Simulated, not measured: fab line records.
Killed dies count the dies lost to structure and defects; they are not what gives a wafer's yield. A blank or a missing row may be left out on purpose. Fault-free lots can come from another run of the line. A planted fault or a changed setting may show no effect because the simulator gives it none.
Lot-split experiment    flow n5Finfet    7 lots, 39 wafers read, on a route of 1938 steps

## ABOUT THE SPLIT
At N5_PASSIVATION_PASS_ETCH_47 (etches SiNx in CF4/O2, target depth 770 nm, time 385 s), the setting timeS was moved away from the recipe's 385 s on 9 of the 39 wafers read, by -51.0% to -36.0%. This setting was run at the recipe's value on the other wafers.

The reading comes from the split's own step.

## THE READING
etch.depthNm (the simulator's own value, which no gauge read), in nm, at N5_PASSIVATION_PASS_ETCH_47 (etches SiNx in CF4/O2, target depth 770 nm, time 385 s). The file gives no usual value for it. The 30 wafers here that ran the recipe average 771.3 nm, standard deviation 33 nm.

wafer   tool, chamber at the split  timeS as run, s  against the recipe  etch.depthNm, nm  against lot-mates on the recipe
L075.1  rieDiel-04, 0               385              recipe              768.1             -
L075.2  rieDiel-04, 1               385              recipe              704.4             -
L075.3  rieDiel-04, 3               385              recipe              813               -
L075.4  rieDiel-04, 2               385              recipe              735               -
L075.5  rieDiel-04, 2               385              recipe              740.8             -
L075.6  rieDiel-04, 3               385              recipe              813.5             -
L078.1  rieDiel-03, 3               385              recipe              749.5             -
L078.2  rieDiel-03, 2               385              recipe              768               -
L078.3  rieDiel-03, 1               188.7            -51.0%              382.2             -372.9
L078.4  rieDiel-03, 0               188.7            -51.0%              383.8             -371.3
L078.5  rieDiel-03, 3               385              recipe              747.9             -
L078.6  rieDiel-03, 2               188.7            -51.0%              374.6             -380.5
L082.1  rieDiel-04, 3               385              recipe              813.8             -
L082.2  rieDiel-04, 2               243.6            -36.7%              475               -261.6
L082.3  rieDiel-04, 0               243.6            -36.7%              487.1             -249.5
L082.4  rieDiel-04, 1               385              recipe              696.1             -
L082.5  rieDiel-04, 1               385              recipe              699.9             -
L082.6  rieDiel-04, 2               243.6            -36.7%              475.9             -260.7
L084.1  rieDiel-03, 2               385              recipe              764.8             -
L084.2  rieDiel-03, 1               385              recipe              782.1             -
L084.3  rieDiel-03, 0               246.4            -36.0%              507.5             -258.4
L084.4  rieDiel-03, 3               385              recipe              750.7             -
L084.5  rieDiel-03, 0               246.4            -36.0%              505.3             -260.6
L084.6  rieDiel-03, 1               246.4            -36.0%              501.7             -264.2
L088.1  rieDiel-05, 2               385              recipe              797.2             -
L088.2  rieDiel-05, 3               385              recipe              815.9             -
L088.3  rieDiel-05, 0               385              recipe              768.3             -
L088.4  rieDiel-05, 0               385              recipe              767.3             -
L088.5  rieDiel-05, 2               385              recipe              798               -
L088.6  rieDiel-05, 3               385              recipe              815.6             -
L091.1  rieDiel-03, 0               385              recipe              784.6             -
L091.2  rieDiel-03, 1               385              recipe              787.3             -
L091.3  rieDiel-03, 3               385              recipe              762.9             -
L091.4  rieDiel-03, 2               385              recipe              775.9             -
L091.5  rieDiel-03, 1               385              recipe              790.7             -
L091.6  rieDiel-03, 2               385              recipe              774.9             -
L096.1  rieDiel-05, 0               385              recipe              759.1             -
L096.2  rieDiel-05, 3               385              recipe              799.1             -
L096.6  rieDiel-05, 3               385              recipe              793.6             -

THE FIT
A straight line over all 39 wafers: etch.depthNm changes by +7.68 nm for each +1% of timeS; r = +0.98; the points scatter about the line by 30 nm.
The same after taking each lot's own level away (the mean of its wafers on the recipe; 39 wafers): +7.24 nm for each +1%; r = +0.98; scatter 25 nm.
According to that fit, moving timeS by its largest amount changes the reading by 3.7e+02 nm.
Measured against the standard deviation above, the lots' own levels, which go from 736.60 to 793.72 nm, span 1.7 times it.
So the lot-to-lot level changes the slope little: the two slopes agree.
Check: with one of the wafers moved furthest among these (-51.0%) left out of the fit, the line predicts -368 nm for it against its lot-mates. Against them it came out at -373 nm.

## THESE WAFERS: OTHER SPLITS
Note: prior to the reading, these wafers also went through further splits. Each is held against what the fit with the lots' levels taken away leaves over:
other split on the same wafers     wafers away from the commonest value  r with etch.depthNm (lot level and that fit taken away)
N5_BEOL_M9_ILD_DEP_00 timeS        18                                    -0.07
N5_BEOL_M10_ILD_DEP_00 targetThkA  12                                    +0.08

## FILE'S OWN FIT
etch.depthNm changes by +7.24 nm for each +1% of timeS, r = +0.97.
